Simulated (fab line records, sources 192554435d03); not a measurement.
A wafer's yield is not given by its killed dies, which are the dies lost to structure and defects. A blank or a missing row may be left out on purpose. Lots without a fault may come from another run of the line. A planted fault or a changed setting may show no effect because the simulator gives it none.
Chamber matching / flow n5_finfet / 4 sister chambers for N5_BEOL_M9_ETCH_62 on rie_diel-01
The step etches SOC in N2/H2, target depth 110 nm, overetch 22 nm, time 165 s. 8 wafers are shown with their chamber, then 10 later ones without.

WAFERS WITH THEIR CHAMBER
wafer=L084.5; chamber=0; showerhead_plenum_p_Torr (Torr)=2.48; drypump_motor_current_A (A)=5.4
wafer=L085.1; chamber=1; showerhead_plenum_p_Torr (Torr)=2.71; drypump_motor_current_A (A)=5.7
wafer=L085.6; chamber=3; showerhead_plenum_p_Torr (Torr)=2.58; drypump_motor_current_A (A)=6.1
wafer=L086.3; chamber=2; showerhead_plenum_p_Torr (Torr)=2.56; drypump_motor_current_A (A)=5.7
wafer=L086.5; chamber=1; showerhead_plenum_p_Torr (Torr)=2.71; drypump_motor_current_A (A)=5.6
wafer=L086.6; chamber=2; showerhead_plenum_p_Torr (Torr)=2.56; drypump_motor_current_A (A)=5.7
wafer=L087.2; chamber=0; showerhead_plenum_p_Torr (Torr)=2.47; drypump_motor_current_A (A)=5.4
wafer=L087.4; chamber=3; showerhead_plenum_p_Torr (Torr)=2.58; drypump_motor_current_A (A)=6.1

WAFERS MISSING THEIR CHAMBER
wafer=L087.6; showerhead_plenum_p_Torr (Torr)=2.58; drypump_motor_current_A (A)=6.1
wafer=L091.1; showerhead_plenum_p_Torr (Torr)=2.47; drypump_motor_current_A (A)=5.4
wafer=L091.2; showerhead_plenum_p_Torr (Torr)=2.57; drypump_motor_current_A (A)=6.1
wafer=L091.3; showerhead_plenum_p_Torr (Torr)=2.70; drypump_motor_current_A (A)=5.6
wafer=L094.1; showerhead_plenum_p_Torr (Torr)=2.70; drypump_motor_current_A (A)=5.6
wafer=L094.5; showerhead_plenum_p_Torr (Torr)=2.55; drypump_motor_current_A (A)=5.7
wafer=L094.6; showerhead_plenum_p_Torr (Torr)=2.57; drypump_motor_current_A (A)=6.1
wafer=L093.1; showerhead_plenum_p_Torr (Torr)=2.55; drypump_motor_current_A (A)=5.7
wafer=L093.4; showerhead_plenum_p_Torr (Torr)=2.47; drypump_motor_current_A (A)=5.4
wafer=L093.5; showerhead_plenum_p_Torr (Torr)=2.57; drypump_motor_current_A (A)=6.1

WHICH CHAMBER EACH WENT THROUGH
wafer=L087.6; from the rows above=3; in truth=3
wafer=L091.1; from the rows above=0; in truth=0
wafer=L091.2; from the rows above=3; in truth=3
wafer=L091.3; from the rows above=1; in truth=1
wafer=L094.1; from the rows above=1; in truth=1
wafer=L094.5; from the rows above=2; in truth=2
wafer=L094.6; from the rows above=3; in truth=3
wafer=L093.1; from the rows above=2; in truth=2
wafer=L093.4; from the rows above=0; in truth=0
wafer=L093.5; from the rows above=3; in truth=3
Correctly placed: 10 of 10. Not placeable from these rows: 0. 0 placed wrongly.
How it was worked out, from the rows above alone: a wafer's distance from a chamber is the root of the sum, over the readings, of the square of ((its reading less the chamber's mean) divided by the reading's scatter). The wafer belongs to the nearest chamber; if the next one is less than 2 further off, it can't be placed. A chamber's mean is the mean of its shown wafers. The scatter: the root of (the sum of the squares of (reading less its chamber's mean) over the shown wafers, divided by (wafers less chambers)).
